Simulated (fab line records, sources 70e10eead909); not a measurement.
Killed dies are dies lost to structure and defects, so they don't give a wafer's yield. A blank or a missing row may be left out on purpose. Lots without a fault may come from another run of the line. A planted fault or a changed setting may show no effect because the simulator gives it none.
A struck lot beside a sound one | flow nand_harc | 16 steps out of a route of 1302
Sound: wafers L575.2, L575.4, L575.6. Struck: wafers L587.4, L587.6. (L587.1 of the same lot was not struck and is left out.) The cause comes at the end.
At each step with rows: each side's tool, then ch and its chambers, then its first start. Under that, the readings that differ: sound wafers | struck wafers | difference of the means | sigmas: that difference in standard deviations of wafers without a fault.
alike: readings whose means differ by less than 2 such deviations, and words and numbers that are the same on both sides. not compared: withheld readings, readings that some wafer has no value for, bounds like >300 that may hide the same value, and numbers for which the record gives no deviation and whose values overlap.
The two part at a step that has a row with sigmas, a row that says differs or no value, or rows on one side only. Numbers that don't overlap but have no deviation are shown without sigmas and don't part them. A reading that every wafer of one side lacks parts them only if that side has two wafers or more.

NHARC_P_M1_INSPECT_11:
  sound on defect_inspect-02, day 7 00:16; struck on defect_inspect-02, day 11 14:56
  alike: raw_defect_count
NHARC_P_M1_DESCUM_14: chemistry O2, time 3 s.
  sound on rie_diel-06 ch 0,1,3, day 7 00:21; struck on rie_diel-03 ch 1,3, day 11 15:01
  alike: drypump_motor_current_A, oes_product_au, rf_vpp_V, showerhead_plenum_p_Torr, throttle_valve_pct
  not compared: rf_hours_counter_h
NHARC_P_M1_ETCH_35: etches the open film in N2/H2, target depth 40 nm, overetch 12 nm, time 43.94 s.
  sound on rie_diel-06 ch 1,2,3, day 7 00:26; struck on rie_diel-03 ch 1,3, day 11 15:07
  alike: bias_w, drypump_motor_current_A, oes_product_au, rf_vpp_V, showerhead_plenum_p_Torr, throttle_valve_pct
  not compared: rf_hours_counter_h
then, 1 step without rows for these wafers: NHARC_P_M1_ETCH_15 (etches the open film in C4F8/Ar, target depth 182.5 nm, time 91.2 s).
NHARC_P_M1_CD_MEAS_16:
  sound on cd_sem-03, day 7 00:40; struck on cd_sem-02, day 11 15:20
  alike: cd_nm
NHARC_P_M1_STRIP_18: strips in N2/H2.
  sound on rie_diel-06 ch 0,1,2, day 7 00:45; struck on rie_diel-06 ch 3, day 11 15:25
  alike: drypump_motor_current_A, oes_product_au, rf_vpp_V, showerhead_plenum_p_Torr, throttle_valve_pct
  not compared: rf_hours_counter_h
then, 2 steps without rows for these wafers: NHARC_P_M1_ETCH_28 (etches the open film in CF4/N2, target depth 30 nm, time 72.99 s); NHARC_P_M1_STRIP_19 (strips in post etch residue remover, time 600 s).
NHARC_P_M1_DEGAS_29: time 60 s.
  sound on pvd_sputter-02, day 7 01:23; struck on pvd_sputter-03, day 11 16:04
  reading              | sound                | struck        | difference | sigmas
  susceptor_temp_C (C) | 249.85 249.77 249.62 | 250.13 250.25 | +0.44      | +3
  alike: heater_power_w
then, 3 steps without rows for these wafers: NHARC_P_M1_PRE_CLEAN_30 (time 30 s); NHARC_P_M1_PVD_20 (deposits TaN, target thk 5 nm, time 8.06 s); NHARC_P_M1_PVD_21 (deposits Cu, target thk 30 nm, time 20.49 s).
NHARC_P_M1_ECD_22: material Cu, target thk 400 nm.
  sound on ecd_cu-01 ch 0,1, day 7 01:44; struck on ecd_cu-02 ch 0,1, day 11 16:28
NHARC_P_M1_ANNEAL_31: time 90 s.
  sound on rtp_anneal-02 ch 0, day 7 02:10; struck on rtp_anneal-02 ch 0, day 11 16:48
  alike: anneal_temp_c_max, wafer_temp_C_max
NHARC_P_M1_CMP_23: polishes, t overpolish 20 s, target thk 157.82 nm.
  sound on cmp-04 ch 0,1,3, day 7 02:27; struck on cmp-04 ch 1,2, day 11 17:08
  reading                | sound          | struck   | difference | sigmas
  time_to_endpoint_s (s) | 26.5 25.6 28.1 | 12.2 9.8 | -15.7      | -6
  alike: edge_zone_pressure_frac, motor_current_A
NHARC_P_M1_THK_MEAS_24: measures by xrf.
  sound on film_metro-02, day 7 02:46; struck on film_metro-01, day 11 17:28
  alike: thk_nm

WHERE THEY PART
First at NHARC_P_M1_DEGAS_29; last, within this record, at NHARC_P_M1_CMP_23. Later steps at which nothing parts them and some readings are alike: NHARC_P_M1_THK_MEAS_24.

WHY: what the simulator had put in
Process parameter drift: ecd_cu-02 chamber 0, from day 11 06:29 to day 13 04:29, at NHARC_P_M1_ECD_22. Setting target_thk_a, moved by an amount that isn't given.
